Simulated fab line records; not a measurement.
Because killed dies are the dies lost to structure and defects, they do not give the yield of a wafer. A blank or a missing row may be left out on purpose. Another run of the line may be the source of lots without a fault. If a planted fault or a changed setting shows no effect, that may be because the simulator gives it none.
A lot that was struck, set against a sound lot | flow nand_harc | 14 out of 1159 route steps
Sound: these wafers, L276.2, L276.4, L276.6. Struck: wafers L279.2, L279.4, L279.5. The cause is given at the end.
Each step with rows lists, per side, the tool, then ch with its chambers, then its first start. Under that, the readings that differ: sound wafers | struck wafers | difference of the means | sigmas: that difference in standard deviations of wafers without a fault.
alike: readings with means less than 2 such deviations apart, plus words and numbers identical on both sides. not compared: withheld readings, readings lacking a value on some wafer, bounds such as >300 that could conceal the same value, and numbers that have no deviation in the record and whose values overlap.
A row with sigmas, a row that says differs or no value, or rows on one side alone: a step with any of these is where the two part. Numbers that have no deviation but don't overlap get no sigmas and don't part them. Lack of a reading on every wafer of one side parts them only where that side has two or more wafers.

first, 4 steps without rows for these wafers: NHARC_A_STAIRCASE_EXPOSE_214 (exposes mask STAIR 3); NHARC_A_STAIRCASE_PEB_215 (peb time 130 s); NHARC_A_STAIRCASE_DEVELOP_216 (time 140 s); NHARC_A_STAIRCASE_HARDBAKE_218 (time 140 s).
NHARC_A_STAIRCASE_DESCUM_219: chemistry O2, time 3 s.
  sound on rie_diel-04 ch 1,3, day 14 02:31; struck on rie_diel-04 ch 0,1,3, day 15 00:52
  alike: drypump_motor_current_A, oes_product_au, rf_vpp_V, showerhead_plenum_p_Torr, throttle_valve_pct
  not compared: rf_hours_counter_h
then, 2 steps without rows for these wafers: NHARC_A_STAIRCASE_TRIM_220 (chemistry O2, time 211.2 s); NHARC_A_STAIRCASE_ETCH_221 (etches the open film in C4F8/O2, target depth 100 nm, time 40.5 s).
NHARC_A_STAIRCASE_TRIM_222: chemistry O2, time 211.2 s.
  sound on rie_diel-04 ch 0,1,2; struck on rie_diel-04 ch 0,1,2
  alike: drypump_motor_current_A, oes_product_au, rf_vpp_V, showerhead_plenum_p_Torr, throttle_valve_pct
  not compared: rf_hours_counter_h
NHARC_A_STAIRCASE_ETCH_223: etches the open film in C4F8/O2, target depth 100 nm, time 40.5 s.
  sound on rie_diel-04 ch 0,2,3; struck on rie_diel-04 ch 0,1,3
  alike: oes_product_au, rf_vpp_V
  not compared: rf_hours_counter_h
NHARC_A_STAIRCASE_TRIM_224: chemistry O2, time 211.2 s.
  sound on rie_diel-04 ch 0,1,3; struck on rie_diel-04 ch 1,2
  alike: drypump_motor_current_A, oes_product_au, rf_vpp_V, showerhead_plenum_p_Torr, throttle_valve_pct
  not compared: rf_hours_counter_h
then, 1 step without rows for these wafers: NHARC_A_STAIRCASE_ETCH_225 (etches the open film in C4F8/O2, target depth 100 nm, time 40.5 s).
NHARC_A_STAIRCASE_TRIM_226: chemistry O2, time 211.2 s.
  sound on rie_diel-04 ch 0,3, day 14 03:17; struck on rie_diel-04 ch 0,1, day 15 01:46
  reading               | sound             | struck            | difference | sigmas
  oes_product_au (a.u.) | 1.004 1.002 1.000 | 1.201 1.205 1.197 | +0.199     | +24
  alike: drypump_motor_current_A, rf_vpp_V, showerhead_plenum_p_Torr, throttle_valve_pct
  not compared: rf_hours_counter_h
NHARC_A_STAIRCASE_ETCH_227: etches the open film in C4F8/O2, target depth 100 nm, time 40.5 s.
  sound on rie_diel-04 ch 0,3; struck on rie_diel-04 ch 0,1,3
  alike: oes_product_au, rf_vpp_V
  not compared: rf_hours_counter_h
-- record jumps: 8 days between struck wafers' starts before vs after; left off in module A_STAIRCASE, resumes in module END, first step shown is number 1159 of the route --
NHARC_END_SORT_01:
  sound on prober-01 ch 0, day 21 21:30; struck on prober-01 ch 0, day 22 23:54
  alike: killed_at_array, killed_at_other, killed_at_periphery, killed_dies, killed_open, killed_short

== WHERE THEY PART ==
Only at NHARC_A_STAIRCASE_TRIM_226, as far as this record shows. Later steps at which nothing parts them and some readings are alike: NHARC_A_STAIRCASE_ETCH_227, NHARC_END_SORT_01.

WHY: what the simulator had put in
Process parameter drift: rie_diel-04, from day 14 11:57 on, at NHARC_A_STAIRCASE_TRIM_226. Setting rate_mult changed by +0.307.
